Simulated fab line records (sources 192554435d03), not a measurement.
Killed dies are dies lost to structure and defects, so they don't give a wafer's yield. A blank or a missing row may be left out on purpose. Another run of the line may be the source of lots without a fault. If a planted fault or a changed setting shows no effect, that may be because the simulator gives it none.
Chamber matching + flow n5Finfet + N5_BEOL_M7_DEP_56 on pecvd-03: 3 sister chambers
The step deposits SiCN from 3MS/NH3, target thk 10 nm, time 17.5 s. 3 wafers are shown with their chamber, then 12 later ones without.

WAFERS PAIRED WITH THEIR CHAMBERS
| wafer  | chamber | throttleValvePct (%) |
|--------|---------|----------------------|
| L093.2 | 2       | 8.6                  |
| L093.3 | 0       | 8.9                  |
| L093.4 | 1       | 10.1                 |

WAFERS WITHOUT THEIR CHAMBER
| wafer  | throttleValvePct (%) |
|--------|----------------------|
| L090.3 | 8.7                  |
| L090.5 | 8.9                  |
| L090.6 | 10.6                 |
| L092.2 | 10.4                 |
| L092.4 | 10.3                 |
| L092.6 | 9.1                  |
| L094.4 | 8.9                  |
| L094.5 | 10.3                 |
| L094.6 | 8.9                  |
| L095.1 | 10.5                 |
| L095.4 | 9.0                  |
| L095.5 | 9.0                  |

WHICH CHAMBER EACH ONE RAN IN
| wafer  | from the rows above     | in truth |
|--------|-------------------------|----------|
| L090.3 | can't be placed: 2 or 0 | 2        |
| L090.5 | can't be placed: 0 or 2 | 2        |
| L090.6 | 1                       | 1        |
| L092.2 | 1                       | 1        |
| L092.4 | 1                       | 1        |
| L092.6 | can't be placed: 0 or 2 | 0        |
| L094.4 | can't be placed: 0 or 2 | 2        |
| L094.5 | 1                       | 1        |
| L094.6 | can't be placed: 0 or 2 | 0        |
| L095.1 | 1                       | 1        |
| L095.4 | can't be placed: 0 or 2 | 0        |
| L095.5 | can't be placed: 0 or 2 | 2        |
Placed correctly: 5 of 12. Unplaceable from these rows: 7, with the true chamber sitting among the candidates in 7. Number placed wrongly: 0.
How it was worked out, from the rows above alone: a wafer's distance from a chamber is the root of the sum, over the readings, of the square of ((its reading less the chamber's mean) divided by the reading's scatter). The wafer belongs to the nearest chamber; if the next one is less than 2 further off, it can't be placed. Each chamber's mean is taken over the wafers shown for it. The scatter (one wafer shown for each chamber): square how far every hidden wafer sits from the nearest shown wafer, average those squares and take the square root.
